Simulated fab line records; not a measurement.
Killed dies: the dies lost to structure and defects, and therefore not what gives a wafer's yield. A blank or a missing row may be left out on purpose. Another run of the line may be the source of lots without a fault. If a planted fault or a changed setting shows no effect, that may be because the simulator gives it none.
Struck lot and sound lot, side by side	flow nand harc	13 out of 1302 route steps
Sound: the wafers L928.2, L928.3, L928.5. The struck wafers were L918.2, L918.3, L918.5. Last of all comes the cause.
For every step that has rows: the tool of each side, followed by ch and its chambers, followed by its first start. Under that, the readings that differ: sound wafers	struck wafers	difference of the means	sigmas: that difference in standard deviations of wafers without a fault.
alike: readings with means less than 2 such deviations apart, plus words and numbers identical on both sides. not compared: withheld readings, readings lacking a value on some wafer, bounds such as >300 that could conceal the same value, and numbers that have no deviation in the record and whose values overlap.
Wherever a step has rows on one side only, a row that says differs or no value, or a row with sigmas, the two part there. Numbers that have no deviation but don't overlap get no sigmas and don't part them. A reading missing from all wafers of one side parts the sides only when that side holds two or more wafers.

NHARC_A_DECK1_JOINT_CMP_13: polishes, target thk 51.023 nm.
  sound on cmp-02 ch 0,2,3, day 20 00:55; struck on cmp-04 ch 0,1,3, day 15 20:15
  alike: edge zone pressure frac, motor current A, time to endpoint s
NHARC_A_DECK1_JOINT_THK_MEAS_14: measures by ellipsometry.
  sound on film metro-01 at day 20 01:07; struck on film metro-02 at day 15 20:29
  alike: thk nm
then, 1 step without rows for these wafers: NHARC_A_DECK1_JOINT_SRD_04.
NHARC_A_DECK1_JOINT_ETCHBACK_00: etches the open film in HBr, target depth 30 nm, time 17.4 s.
  sound on rie si-06 ch 0,1, day 20 01:16; struck on rie si-04 ch 1,3, day 15 20:37
  alike: chamber pressure mTorr, drypump motor current A, he backside leak sccm, oes product au, throttle valve pct
  not compared: rf hours counter h
then, 8 steps without rows for these wafers: NHARC_A_DECK1_JOINT_PRECLEAN_30 (cleans in SC1); NHARC_A_DECK1_JOINT_SRD_31; NHARC_A_DECK1_JOINT_CVD_34 (deposits SiNx, target thk 20 nm); NHARC_A_DECK1_JOINT_DEP_06 (deposits SiOx, target thk 80 nm); NHARC_A_DECK1_JOINT_CURE_26 (time 32 s); NHARC_A_DECK1_JOINT_ANNEAL_27 (time 3600 s); NHARC_A_DECK1_JOINT_ANNEAL_28 (time 1800 s); NHARC_A_DECK1_JOINT_ANNEAL_29 (time 1800 s).
NHARC_A_DECK1_JOINT_CMP_02: polishes SiOx.
  sound on cmp-02 ch 0,1,2, day 20 22:00; struck on cmp-02 ch 2,3, day 16 18:20
  no value came back on the struck wafers for edge zone pressure frac, motor current A (A); on the sound wafers edge zone pressure frac reads 1.001 1.005 0.988

== WHERE THEY PART ==
At NHARC_A_DECK1_JOINT_CMP_02 and nowhere else, as far as this record goes.

WHY: what had been put in by the simulator
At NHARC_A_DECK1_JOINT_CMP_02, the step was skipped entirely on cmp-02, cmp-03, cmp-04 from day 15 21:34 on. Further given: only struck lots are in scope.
